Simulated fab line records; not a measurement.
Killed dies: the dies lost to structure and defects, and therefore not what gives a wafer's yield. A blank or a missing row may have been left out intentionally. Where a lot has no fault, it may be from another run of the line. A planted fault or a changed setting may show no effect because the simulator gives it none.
fab line records	flow n5Finfet
record lots=7	wafers=39
route steps=1938 shown FIN_CUT@176 HKMG_FIN@386 GATE_CUT@490 BEOL_M1@751 BEOL_M5@1112
startH: hours from the record's opening day to when the first of the lot's shown wafers began	waitH: time in hours since the lot's previous step	" identical to the entry in the row above	L1.1+2: a row that stands for several wafers	- value missing, or start not given	* or withheld: withheld	< > ~ a bound
route shown NAME@n: NAME is a module with steps in the file, n the number in the route of the first one	usual: average and standard deviation across the fault-free wafers	same: alike in all rows	chamber/n: place in a boat	sites: readings site by site	_std_site: standard deviation of those values	_edge_site: mean of outer sites minus mean of inner sites	radiusMm: for every site, how far away it sits from the centre of the wafer	mask NAME#n: copy n	behind: the tool/chamber that last shaped the wafer	hold: cause of the lot's hold/its duration in hours/its outcome	device: the n, p or np transistor that did not switch	end of line: at the end of the route, the tests of the same wafers	a step without rows: its recipe alone	killed: at the first sort, the dies lost to defects and structure; wafer yield is something else	map: a wafer's dies, x killed, . not, _ none there
set.NAME: the run value of the setting; set.NAME@STEP: its run value at that earlier step	model.NAME: the simulator's own value behind a step, which no gauge read
lots run with intentionally changed settings; tables by step, rows by wafer
## steps
# step N5_FIN_CUT_CUT_ETCH_15
# recipe chemistry=HBr/Cl2/O2	target=Si	targetDepthA=1000	btTimeS=10	maskMaterial=SOC	timeS=42.4	ionEnergyEv=*	biasW=*	pressureMtorr=10	icpW=800	HBr_flow_sccm=150	Cl2_flow_sccm=80	O2_flow_sccm=12
lot.wafer	tool	chamber	startH	waitH	set.targetDepthA	model.etch.depthNm	model.FIN_CUT.featureDepthNm	model.SOC_of_FIN_CUT_COAT_18.thkNm
L074.1	rieSi-02	1	27.05	0.1	1426	145.3	145.4	151.8
L074.2	"	3	"	"	1426	140.1	140	155
L074.3	"	2	"	"	1426	135.5	135.6	155.4
L074.4	"	0	"	"	1000	102.2	102.2	169.6
L074.5	"	2	"	"	1000	95.57	95.6	169.8
L074.6	"	1	"	"	1000	101.2	101.2	169.6
L078.1	rieSi-04	1	52.57	0.1	1000	94.43	94.4	171.4
L078.2	"	3	"	"	1000	102.1	102.2	168.6
L078.3	"	0	"	"	1000	98.83	98.8	171.2
L078.4	"	2	"	"	1000	100.8	100.8	168
L078.5	"	2	"	"	1000	101.6	101.6	168.8
L078.6	"	3	"	"	1000	101.8	101.8	168.8
L079.1	rieSi-03	0	57.17	0.1	1000	98.84	98.8	170.2
L079.2	"	3	"	"	1000	95.87	95.8	171.4
L079.3	"	1	"	"	1000	103.4	103.4	169
L079.4	"	2	"	"	1000	102.3	102.4	170
L079.5	"	2	"	"	1000	102	102	169.2
L079.6	"	1	"	"	1000	102.8	102.8	169.6
L081.2	rieSi-04	0	70.45	0.1	1000	99.96	100	170.2
L081.3	"	3	"	"	1000	101.7	101.8	169.8
L081.6	"	3	"	"	1000	101.6	101.6	168.6
L082.1	rieSi-04	3	75.26	0.1	659.4	67.75	67.8	183.4
L082.2	"	0	"	"	1000	100.4	100.4	170.8
L082.3	"	1	"	"	659.4	62.56	62.6	184.2
L082.4	"	2	"	"	1000	102.5	102.6	168.4
L082.5	"	3	"	"	1000	102.1	102	168.6
L082.6	"	0	"	"	659.4	66.43	66.4	184.2
L085.1	rieSi-03	1	94.79	0.1	1000	102	102	170.2
L085.2	"	2	"	"	1000	99.6	99.6	171.8
L085.3	"	3	"	"	500.5	47.78	47.8	189
L085.4	"	0	"	"	1000	97.59	97.6	171.6
L085.5	"	3	"	"	500.5	47.73	47.8	190.8
L085.6	"	0	"	"	500.5	49	49	190.2
L087.1	rieSi-04	1	107.60	0.1	1000	94.44	94.4	172.4
L087.2	"	0	"	"	1337	135.5	135.4	159
L087.3	"	3	"	"	1337	136.8	136.8	156.4
L087.4	"	2	"	"	1000	101.2	101.2	170.4
L087.5	"	2	"	"	1337	135.4	135.4	156.6
L087.6	"	1	"	"	1000	94.45	94.4	172.8
# step N5_HKMG_FIN_HK_ALD_01
# recipe material=HfO2	targetThkA=16	tempC=withheld	aldPrecursorFamily=HfCl4	aldCoReactant=H2O	pulseTimeS=3	purgeTimeS=3	coReactantPurgeTimeS=2.5	coReactantPulseTimeS=0.3	aldCycles=30
lot.wafer	tool	chamber	startH	waitH	set.aldCycles	model.HfO2_of_HKMG_FIN_HK_ALD_01.thkNm
L074.1+3+5	aldHk-01	1,0,1	69.10	0.0	30	1.6
L074.2+4+6	"	2,3,0	"	"	22	1.2
L078.1+3+5	aldHk-03	2,0,3	98.82	0.0	30	1.6
L078.2+4+6	"	1,3,2	"	"	16	0.8
L079.1+2+5	aldHk-01	3,0,3	101.07	0.0	30	1.6
L079.3+4+6	"	1,2,2	"	"	21	1.2
L081.2+3+6	aldHk-01	2,1,0	118.53	0.0	30	1.6
L082.1+4+6	aldHk-03	0,3,2	118.69	0.1	30	1.6
L082.2+3+5	"	2,1,1	"	"	37	2
L085.1+5+6	aldHk-01	2,2,1	140.03	0.0	46	2.4
L085.2+3+4	"	3,0,1	"	"	30	1.6
L087.1+3+4	aldHk-01	2,1,0	151.05	0.0	45	2.4
L087.2+5+6	"	3,1,2	"	"	30	1.6
# step N5_HKMG_FIN_HK_ANNEAL_02
# recipe tempC=700	timeS=30	ambient=N2	idleTempC=600	rampUpCPerS=150	rampDownCPerS=60	coolToC=600
# step N5_HKMG_FIN_ALD_74
# recipe material=La2O3	targetThkA=5	tempC=250	aldPrecursorFamily=La-Cp	aldCoReactant=O3	pulseTimeS=6	coReactantPulseTimeS=1	purgeTimeS=3	coReactantPurgeTimeS=3
# step N5_HKMG_FIN_WET_ETCH_82
# recipe chemistry=dHCl	mix=1:10000	tempC=25	target=La2O3	stopOn=HfO2	targetDepthNm=2	dry=ipaMarangoni	rinseTimeS=30	rinseTempC=23
# step N5_HKMG_FIN_ALD_36
# recipe material=TiN	targetThkA=10	tempC=400	aldPrecursorFamily=TiCl4	aldCoReactant=NH3	pulseTimeS=1	purgeTimeS=3	coReactantPurgeTimeS=2	coReactantPulseTimeS=2	aldCycles=47	pressureTorr=3
# step N5_HKMG_FIN_THK_MEAS_70
# recipe thkMeasGauge=xrf	reads=HfO2_of_HKMG_FIN_HK_ALD_01
# usual HK_THK=1.571/0.021
lot.wafer	tool	chamber	startH	waitH	set.aldCycles@HKMG_FIN_HK_ALD_01	HK_THK[nm]
L074.1	filmMetro-01	-	72.55	0.2	30	1.571
L074.2	"	-	"	"	22	1.175
L074.3	"	-	"	"	30	1.569
L074.4	"	-	"	"	22	1.155
L074.5	"	-	"	"	30	1.593
L074.6	"	-	"	"	22	1.171
L078.1	filmMetro-02	-	102.45	0.2	30	1.613
L078.2	"	-	"	"	16	0.856
L078.3	"	-	"	"	30	1.586
L078.4	"	-	"	"	16	0.774
L078.5	"	-	"	"	30	1.590
L078.6	"	-	"	"	16	0.851
L079.1	filmMetro-02	-	104.71	0.2	30	1.584
L079.2	"	-	"	"	30	1.583
L079.3	"	-	"	"	21	1.103
L079.4	"	-	"	"	21	1.097
L079.5	"	-	"	"	30	1.569
L079.6	"	-	"	"	21	1.101
L081.2	filmMetro-02	-	121.86	0.2	30	1.533
L081.3	"	-	"	"	30	1.513
L081.6	"	-	"	"	30	1.581
L082.1	filmMetro-01	-	122.55	0.2	30	1.565
L082.2	"	-	"	"	37	1.930
L082.3	"	-	"	"	37	1.956
L082.4	"	-	"	"	30	1.550
L082.5	"	-	"	"	37	1.939
L082.6	"	-	"	"	30	1.563
L085.1	filmMetro-02	-	143.76	0.2	46	2.402
L085.2	"	-	"	"	30	1.542
L085.3	"	-	"	"	30	1.570
L085.4	"	-	"	"	30	1.584
L085.5	"	-	"	"	46	2.407
L085.6	"	-	"	"	46	2.437
L087.1	filmMetro-01	-	155.04	0.2	45	2.348
L087.2	"	-	"	"	30	1.560
L087.3	"	-	"	"	45	2.363
L087.4	"	-	"	"	45	2.346
L087.5	"	-	"	"	30	1.572
L087.6	"	-	"	"	30	1.569
# step N5_GATE_CUT_DESCUM_18
# recipe chemistry=O2	timeS=7	sourcePowerW=50	biasPowerW=20	pressureMtorr=20	rfFrequencyHz=2.712e+07	tempC=40	resist=CAR-EUV	o2FlowSccm=225
lot.wafer	tool	chamber	startH	waitH	set.timeS	model.CAR-EUV_of_GATE_CUT_COAT_07.thkNm
L074.1+6	rieDiel-06	2,3	82.87	0.9	10.5	24.2
L074.2	"	1	"	"	7	26.2
L074.3+5	"	0	"	"	7	26
L074.4	"	3	"	"	10.5	24.4
L078.1+2+5	rieDiel-06	3,2,1	112.31	0.0	7	26.2
L078.3+6	"	0	"	"	11.07	24.2
L078.4	"	1	"	"	11.07	24.4
L079.1+2+6	rieDiel-06	2,0,0	114.62	0.0	7	26
L079.3+5	"	3	"	"	9.95	24.6
L079.4	"	1	"	"	9.95	24.8
L081.2+6	rieDiel-03	3,0	131.20	0.0	7	26.2
L081.3	"	2	"	"	7	26
L082.1+3+4+5+6	rieDiel-04	2,0,3,2,3	132.60	0.3	7	26
L082.2	"	1	"	"	7	25.8
L085.1+6	rieDiel-04	1,0	152.99	0.0	10.78	24
L085.2+3+5	"	0,2,3	"	"	7	26
L085.4	"	3	"	"	10.78	24.2
L087.1+2+4	rieDiel-03	1,3,1	164.69	0.0	7	26
L087.3+5+6	"	0,3,0	"	"	2.965	28
# step N5_BEOL_M1_ILD_DEP_00
# recipe material=SiOC	targetThkA=790	tempC=350	precursor=DEMS/O2	pressureTorr=5	rfW=500	timeS=15.3
lot.wafer	tool	chamber	startH	waitH	set.targetThkA	model.SiOC_of_BEOL_M1_ILD_DEP_00.thkNm
L074.1	pecvd-04	2	119.27	0.0	357.4	32.2
L074.2	"	1	"	"	790	78
L074.3	"	0	"	"	790	78.4
L074.4	"	1	"	"	790	79.6
L074.5	"	2	"	"	357.4	34
L074.6	"	0	"	"	357.4	36
L078.1	pecvd-04	0	148.64	0.0	790	78.2
L078.2	"	2	"	"	617.3	58.6
L078.3	"	1	"	"	790	78.8
L078.4	"	1	"	"	617.3	62.2
L078.5	"	0	"	"	617.3	61.4
L078.6	"	2	"	"	790	77.2
L079.1	pecvd-04	0	149.56	0.0	790	79
L079.2	"	2	"	"	1146	112.6
L079.3	"	1	"	"	790	78.4
L079.4	"	1	"	"	790	80.2
L079.5	"	2	"	"	1146	114.2
L079.6	"	0	"	"	1146	115.6
L081.2+3	pecvd-03	0,2	168.88	0.0	790	78.2
L081.6	"	1	"	"	790	80
L082.1	pecvd-04	2	172.71	0.0	1087	107.2
L082.2	"	1	"	"	1087	108.2
L082.3	"	0	"	"	790	79.2
L082.4	"	0	"	"	790	80
L082.5	"	1	"	"	790	80.4
L082.6	"	2	"	"	1087	108.4
L085.1	pecvd-03	1	193.84	0.0	1196	118.2
L085.2	"	0	"	"	790	77
L085.3	"	2	"	"	1196	119.4
L085.4	"	1	"	"	790	78.6
L085.5	"	0	"	"	790	77.2
L085.6	"	2	"	"	1196	120.8
L087.1	pecvd-04	1	202.32	0.0	790	80.2
L087.2	"	0	"	"	790	80.6
L087.3	"	2	"	"	790	78.8
L087.4	"	1	"	"	790	81.4
L087.5	"	2	"	"	790	79
L087.6	"	0	"	"	790	80.8
# step N5_BEOL_M1_THK_MEAS_01
# recipe reads=SiOC_of_BEOL_M1_ILD_DEP_00
# usual M1_ILD_THK=79.0/1.1
lot.wafer	tool	chamber	startH	waitH	set.targetThkA@BEOL_M1_ILD_DEP_00	M1_ILD_THK[nm]
L074.1	filmMetro-01	-	119.33	0.0	357.4	32.1
L074.2	"	-	"	"	790	78.1
L074.3	"	-	"	"	790	78.4
L074.4	"	-	"	"	790	79.6
L074.5	"	-	"	"	357.4	34.0
L074.6	"	-	"	"	357.4	36.1
L078.1	filmMetro-02	-	148.71	0.0	790	78.3
L078.2	"	-	"	"	617.3	58.6
L078.3	"	-	"	"	790	78.8
L078.4	"	-	"	"	617.3	62.2
L078.5	"	-	"	"	617.3	61.4
L078.6	"	-	"	"	790	77.2
L079.1	filmMetro-02	-	149.63	0.0	790	79.0
L079.2	"	-	"	"	1146	112.6
L079.3	"	-	"	"	790	78.4
L079.4	"	-	"	"	790	80.3
L079.5	"	-	"	"	1146	114.2
L079.6	"	-	"	"	1146	115.6
L081.2	filmMetro-01	-	168.95	0.1	790	78.1
L081.3	"	-	"	"	790	78.3
L081.6	"	-	"	"	790	80.0
L082.1	filmMetro-02	-	172.77	0.0	1087	107.3
L082.2	"	-	"	"	1087	108.1
L082.3	"	-	"	"	790	79.2
L082.4	"	-	"	"	790	80.0
L082.5	"	-	"	"	790	80.4
L082.6	"	-	"	"	1087	108.4
L085.1	filmMetro-02	-	193.91	0.0	1196	118.2
L085.2	"	-	"	"	790	76.9
L085.3	"	-	"	"	1196	119.4
L085.4	"	-	"	"	790	78.6
L085.5	"	-	"	"	790	77.3
L085.6	"	-	"	"	1196	120.8
L087.1	filmMetro-01	-	202.38	0.0	790	80.1
L087.2	"	-	"	"	790	80.6
L087.3	"	-	"	"	790	78.8
L087.4	"	-	"	"	790	81.4
L087.5	"	-	"	"	790	79.1
L087.6	"	-	"	"	790	80.8
# step N5_BEOL_M5_ILD_DEP_00
# recipe material=SiCOH_lowk	targetThkA=1406.4	tempC=300	precursor=DEMS/porogen	pressureTorr=5	rfW=500	timeS=25.9
lot.wafer	tool	chamber	startH	waitH	set.targetThkA	model.SiCOH_lowk_of_BEOL_M5_ILD_DEP_00.thkNm
L074.1	pecvd-01	2	181.02	0.8	1406.4	140
L074.2	"	0	"	"	1406.4	139.4
L074.3	"	1	"	"	1168	113.6
L074.4	"	2	"	"	1168	118.8
L074.5	"	1	"	"	1168	115.2
L074.6	"	0	"	"	1406.4	140.6
L079.1	pecvd-01	1	216.23	0.8	1406.4	136.4
L079.2	"	2	"	"	1406.4	139.2
L079.3	"	0	"	"	1406.4	137.2
L079.4	"	2	"	"	1406.4	142.4
L079.5	"	1	"	"	1406.4	138
L079.6	"	0	"	"	1406.4	140.8
L078.1	pecvd-03	1	216.40	0.8	1406.4	139.4
L078.2+5+6	"	0,0,2	"	"	1406.4	142.4
L078.3	"	2	"	"	1406.4	140.2
L078.4	"	1	"	"	1406.4	142.2
L082.1	pecvd-04	1	223.50	0.8	1406.4	137.6
L082.2	"	0	"	"	1406.4	138.4
L082.3	"	0	"	"	1406.4	140.8
L082.4	"	1	"	"	1406.4	141
L082.5	"	1	"	"	1406.4	140.4
L082.6	"	0	"	"	1406.4	142.4
L081.2	pecvd-01	0	224.53	0.7	1406.4	140
L081.3	"	2	"	"	1406.4	141.4
L081.6	"	2	"	"	1406.4	144
L085.1	pecvd-01	0	252.85	0.8	1406.4	139.4
L085.2	"	2	"	"	1406.4	141.6
L085.3	"	1	"	"	1406.4	138.4
L085.4	"	2	"	"	1406.4	144
L085.5	"	1	"	"	1406.4	141.8
L085.6	"	0	"	"	1406.4	142
L087.1	pecvd-03	1	259.38	0.8	1406.4	139.4
L087.2	"	0	"	"	661	67.4
L087.3	"	2	"	"	661	65.6
L087.4	"	2	"	"	1406.4	143.2
L087.5	"	1	"	"	661	67
L087.6	"	0	"	"	1406.4	145
# step N5_BEOL_M5_CURE_79
# recipe tempC=385	timeS=240	ambient=He/Ar	material=SiCOH_lowk
lot.wafer	tool	chamber	startH	waitH	set.targetThkA@BEOL_M5_ILD_DEP_00	model.SiCOH_lowk_of_BEOL_M5_ILD_DEP_00.thkNm
L074.1	uvCure-01	0	181.08	0.0	1406.4	120.4
L074.2	"	0	"	"	1406.4	120
L074.3	"	0	"	"	1168	97.6
L074.4	"	0	"	"	1168	102
L074.5	"	0	"	"	1168	98.8
L074.6	"	0	"	"	1406.4	120.8
L079.1	uvCure-03	1	216.63	0.4	1406.4	117.4
L079.2	"	1	"	"	1406.4	119.8
L079.3	"	1	"	"	1406.4	118
L079.4	"	1	"	"	1406.4	122.6
L079.5	"	1	"	"	1406.4	118.6
L079.6	"	1	"	"	1406.4	121.2
L078.1	uvCure-01	2	217.39	1.0	1406.4	120
L078.2+6	"	2	"	"	1406.4	122.6
L078.3	"	2	"	"	1406.4	120.6
L078.4+5	"	2	"	"	1406.4	122.4
L082.1	uvCure-01	0	223.58	0.1	1406.4	118.4
L082.2	"	0	"	"	1406.4	119
L082.3+4	"	0	"	"	1406.4	121.2
L082.5	"	0	"	"	1406.4	120.8
L082.6	"	0	"	"	1406.4	122.6
L081.2	uvCure-02	1	224.73	0.2	1406.4	120.6
L081.3	"	1	"	"	1406.4	121.8
L081.6	"	1	"	"	1406.4	123.8
L085.1	uvCure-02	1	252.91	0.0	1406.4	119.8
L085.2+5	"	1	"	"	1406.4	122
L085.3	"	1	"	"	1406.4	119
L085.4	"	1	"	"	1406.4	124
L085.6	"	1	"	"	1406.4	122.2
L087.1	uvCure-01	0	259.44	0.0	1406.4	120
L087.2	"	0	"	"	661	57.6
L087.3	"	0	"	"	661	56.2
L087.4	"	0	"	"	1406.4	123.2
L087.5	"	0	"	"	661	57.4
L087.6	"	0	"	"	1406.4	124.8
# step N5_BEOL_M5_THK_MEAS_01
# recipe reads=SiCOH_lowk_of_BEOL_M5_ILD_DEP_00
# usual M5_ILD_THK=121.2/1.6
lot.wafer	tool	chamber	startH	waitH	set.targetThkA@BEOL_M5_ILD_DEP_00	M5_ILD_THK[nm]
L074.1	filmMetro-02	-	181.59	0.4	1406.4	120.6
L074.2	"	-	"	"	1406.4	119.9
L074.3	"	-	"	"	1168	97.6
L074.4	"	-	"	"	1168	101.9
L074.5	"	-	"	"	1168	98.8
L074.6	"	-	"	"	1406.4	120.9
L079.1	filmMetro-02	-	217.14	0.4	1406.4	117.3
L079.2	"	-	"	"	1406.4	119.7
L079.3	"	-	"	"	1406.4	118.1
L079.4	"	-	"	"	1406.4	122.6
L079.5	"	-	"	"	1406.4	118.7
L079.6	"	-	"	"	1406.4	121.2
L078.1	filmMetro-01	-	217.90	0.4	1406.4	119.9
L078.2	"	-	"	"	1406.4	122.6
L078.3	"	-	"	"	1406.4	120.6
L078.4	"	-	"	"	1406.4	122.5
L078.5	"	-	"	"	1406.4	122.4
L078.6	"	-	"	"	1406.4	122.4
L082.1	filmMetro-02	-	224.10	0.4	1406.4	118.4
L082.2	"	-	"	"	1406.4	119.0
L082.3	"	-	"	"	1406.4	121.2
L082.4	"	-	"	"	1406.4	121.3
L082.5	"	-	"	"	1406.4	120.9
L082.6	"	-	"	"	1406.4	122.5
L081.2	filmMetro-01	-	225.16	0.4	1406.4	120.5
L081.3	"	-	"	"	1406.4	121.7
L081.6	"	-	"	"	1406.4	123.8
L085.1	filmMetro-01	-	253.42	0.4	1406.4	119.9
L085.2	"	-	"	"	1406.4	121.9
L085.3	"	-	"	"	1406.4	119.0
L085.4	"	-	"	"	1406.4	123.9
L085.5	"	-	"	"	1406.4	122.1
L085.6	"	-	"	"	1406.4	122.2
L087.1	filmMetro-02	-	259.95	0.4	1406.4	120.0
L087.2	"	-	"	"	661	57.6
L087.3	"	-	"	"	661	56.2
L087.4	"	-	"	"	1406.4	123.2
L087.5	"	-	"	"	661	57.4
L087.6	"	-	"	"	1406.4	124.8
## key
split step=N5_FIN_CUT_CUT_ETCH_15	setting=targetDepthA	stated=1000	by=wafer
response step=N5_FIN_CUT_CUT_ETCH_15	reading=model.etch.depthNm	change=+1.04	per=1%	r=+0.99
response step=N5_FIN_CUT_CUT_ETCH_15	reading=model.FIN_CUT.featureDepthNm	change=+1.04	per=1%	r=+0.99
response step=N5_FIN_CUT_CUT_ETCH_15	reading=model.SOC_of_FIN_CUT_COAT_18.thkNm	change=-0.393	per=1%	r=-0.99
split step=N5_HKMG_FIN_HK_ALD_01	setting=aldCycles	stated=30	by=wafer
response step=N5_HKMG_FIN_HK_ALD_01	reading=model.HfO2_of_HKMG_FIN_HK_ALD_01.thkNm	change=+0.0157	per=1%	r=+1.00
response step=N5_HKMG_FIN_THK_MEAS_70	reading=HK_THK	change=+0.016	per=1%	r=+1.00
split step=N5_GATE_CUT_DESCUM_18	setting=timeS	stated=7	by=wafer
response step=N5_GATE_CUT_DESCUM_18	reading=model.CAR-EUV_of_GATE_CUT_COAT_07.thkNm	change=-0.0344	per=1%	r=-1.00
split step=N5_BEOL_M1_ILD_DEP_00	setting=targetThkA	stated=790	by=wafer
response step=N5_BEOL_M1_ILD_DEP_00	reading=model.SiOC_of_BEOL_M1_ILD_DEP_00.thkNm	change=+0.795	per=1%	r=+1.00
response step=N5_BEOL_M1_THK_MEAS_01	reading=M1_ILD_THK	change=+0.795	per=1%	r=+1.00
split step=N5_BEOL_M5_ILD_DEP_00	setting=targetThkA	stated=1406.4	by=wafer
response step=N5_BEOL_M5_ILD_DEP_00	reading=model.SiCOH_lowk_of_BEOL_M5_ILD_DEP_00.thkNm	change=+1.43	per=1%	r=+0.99
response step=N5_BEOL_M5_CURE_79	reading=model.SiCOH_lowk_of_BEOL_M5_ILD_DEP_00.thkNm	change=+1.24	per=1%	r=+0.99
response step=N5_BEOL_M5_THK_MEAS_01	reading=M5_ILD_THK	change=+1.24	per=1%	r=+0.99
